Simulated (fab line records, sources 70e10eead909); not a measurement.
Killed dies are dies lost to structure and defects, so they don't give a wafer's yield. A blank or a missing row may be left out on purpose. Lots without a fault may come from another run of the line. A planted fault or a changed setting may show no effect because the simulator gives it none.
Chamber matching | flow nand_harc | NHARC_P_GATE_ALD_36 on ald_sin-02: 4 sister chambers
The step deposits SiNx, target thk 20 nm, pulse time 60 s, ald cycles 223. 8 wafers are shown with their chamber, then 8 later ones without.

WAFERS WITH THEIR CHAMBER
wafer  | chamber | heater_power_w (W) | susceptor_temp_C (C)
L076.5 | 3       | 693                | 399.96
L078.1 | 0       | 991                | 399.94
L082.3 | 3       | 700                | 399.92
L082.1 | 0       | 977                | 400.25
L084.5 | 1       | 818                | 399.75
L087.6 | 1       | 795                | 400.07
L087.5 | 2       | 751                | 399.91
L090.4 | 2       | 760                | 400.33

WAFERS WITHOUT THEIR CHAMBER
wafer  | heater_power_w (W) | susceptor_temp_C (C)
L090.3 | 979                | 399.96
L090.6 | 699                | 400.01
L093.2 | 673                | 399.82
L093.6 | 750                | 400.04
L093.5 | 689                | 399.66
L097.2 | 961                | 399.77
L097.4 | 787                | 400.02
L097.6 | 684                | 400.14

WHICH CHAMBER EACH WENT THROUGH
wafer  | from the rows above     | in truth
L090.3 | 0                       | 0
L090.6 | 3                       | 3
L093.2 | 3                       | 3
L093.6 | 2                       | 2
L093.5 | 3                       | 3
L097.2 | 0                       | 0
L097.4 | can't be placed: 1 or 2 | 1
L097.6 | 3                       | 3
Placed correctly: 7 of 8. Can't be placed from these rows: 1 (the true chamber is among the candidates in 1). Placed wrongly: 0.
How it was worked out, from the rows above alone: a wafer's distance from a chamber is the root of the sum, over the readings, of the square of ((its reading less the chamber's mean) divided by the reading's scatter). The wafer belongs to the nearest chamber; if the next one is less than 2 further off, it can't be placed. A chamber's mean is the mean of its shown wafers. The scatter: the root of (the sum of the squares of (reading less its chamber's mean) over the shown wafers, divided by (wafers less chambers)).
